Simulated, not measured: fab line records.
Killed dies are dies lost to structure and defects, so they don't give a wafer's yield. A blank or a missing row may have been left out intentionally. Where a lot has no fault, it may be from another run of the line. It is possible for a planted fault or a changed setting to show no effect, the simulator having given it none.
A struck lot beside a sound one | flow n5Finfet | 14 steps out of a route of 1938
Sound: wafers L246.2, L246.4, L246.6. Struck: wafer L258.4. (L258.3 of the same lot was not struck and is left out.) The cause comes at the end.
Each step with rows lists, per side, the tool, then ch with its chambers, then its first start. Under that, the readings that differ: sound wafers | struck wafers | difference of the means | sigmas: that difference in standard deviations of wafers without a fault.
alike: readings with means less than 2 such deviations apart, plus words and numbers identical on both sides. not compared: withheld readings, readings lacking a value on some wafer, bounds such as >300 that could conceal the same value, and numbers that have no deviation in the record and whose values overlap.
Wherever a step has rows on one side only, a row that says differs or no value, or a row with sigmas, the two part there. Numbers that have no deviation but don't overlap get no sigmas and don't part them. A reading that every wafer of one side lacks parts them only if that side has two wafers or more.

first, 7 steps without rows for these wafers: N5_BEOL_M9_COAT_60 (time 60 s, resist thk 30 nm); N5_BEOL_M9_COAT_05 (resist thk 90 nm); N5_BEOL_M9_EBR_07; N5_BEOL_M9_SOFTBAKE_06 (time 60 s); N5_BEOL_M9_EXPOSE_08 (exposes mask M9); N5_BEOL_M9_PEB_09 (peb time 60 s); N5_BEOL_M9_DEVELOP_10 (develop time 30 s).
N5_BEOL_M9_CD_MEAS_11 targets a cd of 64.1 nm.
  sound on cdSem-02 ch 0, day 10 09:13; struck on cdSem-02 ch 0, day 13 14:12
reading   | sound          | struck | difference | sigmas
cdNm (nm) | 64.4 65.7 64.7 | 63.4   | -1.5       | -3
N5_BEOL_M9_OVL_MEAS_12:
  sound on overlay-02 ch 0, day 10 09:14; struck on overlay-02 ch 0, day 13 14:14
  alike: M9_OVL
N5_BEOL_M9_INSPECT_13: inspects for defects (brightfield).
  sound on defectInspect-02, day 10 09:16; struck on defectInspect-02, day 13 14:15
  alike: rawDefectCount
N5_BEOL_M9_DESCUM_16: chemistry O2, time 7.9 s.
  sound on rieDiel-04 ch 2,3, day 10 09:41; struck on rieDiel-04 ch 3, day 13 14:39
  alike: drypumpMotorCurrentA, oesProductAu, rfVppV, showerheadPlenumPTorr, throttleValvePct
  not compared: rfHoursCounterH
N5_BEOL_M9_ETCH_61: etches SiARC in CF4, target depth 39 nm, time 65 s.
  sound on rieDiel-04 ch 2,3, day 10 09:43; struck on rieDiel-04 ch 3, day 13 14:41
  alike: drypumpMotorCurrentA, etchRfOnTimeS, oesProductAu, rfVppV, showerheadPlenumPTorr, throttleValvePct
  not compared: rfHoursCounterH
N5_BEOL_M9_ETCH_62: etches SOC in N2/H2, target depth 110 nm, overetch 22 nm, time 165 s.
  sound on rieDiel-04 ch 2,3, day 10 09:46; struck on rieDiel-04 ch 3, day 13 14:44
reading                                   | sound          | struck | difference | sigmas
model.SiARC_of_BEOL_M9_COAT_60.thkNm (nm) | 23.8 23.8 23.8 | 24     | +0         | 
  alike: drypumpMotorCurrentA, oesProductAu, rfVppV, showerheadPlenumPTorr, throttleValvePct
  not compared: rfHoursCounterH
then, 1 step without rows for these wafers: N5_BEOL_M9_STRIP_68 (strips in N2/H2).

WHERE THEY PART
Only at N5_BEOL_M9_CD_MEAS_11, within this record. Later steps at which nothing parts them and some readings are alike: N5_BEOL_M9_OVL_MEAS_12, N5_BEOL_M9_INSPECT_13, N5_BEOL_M9_DESCUM_16, N5_BEOL_M9_ETCH_61, N5_BEOL_M9_ETCH_62.

WHY: the cause the simulator had injected
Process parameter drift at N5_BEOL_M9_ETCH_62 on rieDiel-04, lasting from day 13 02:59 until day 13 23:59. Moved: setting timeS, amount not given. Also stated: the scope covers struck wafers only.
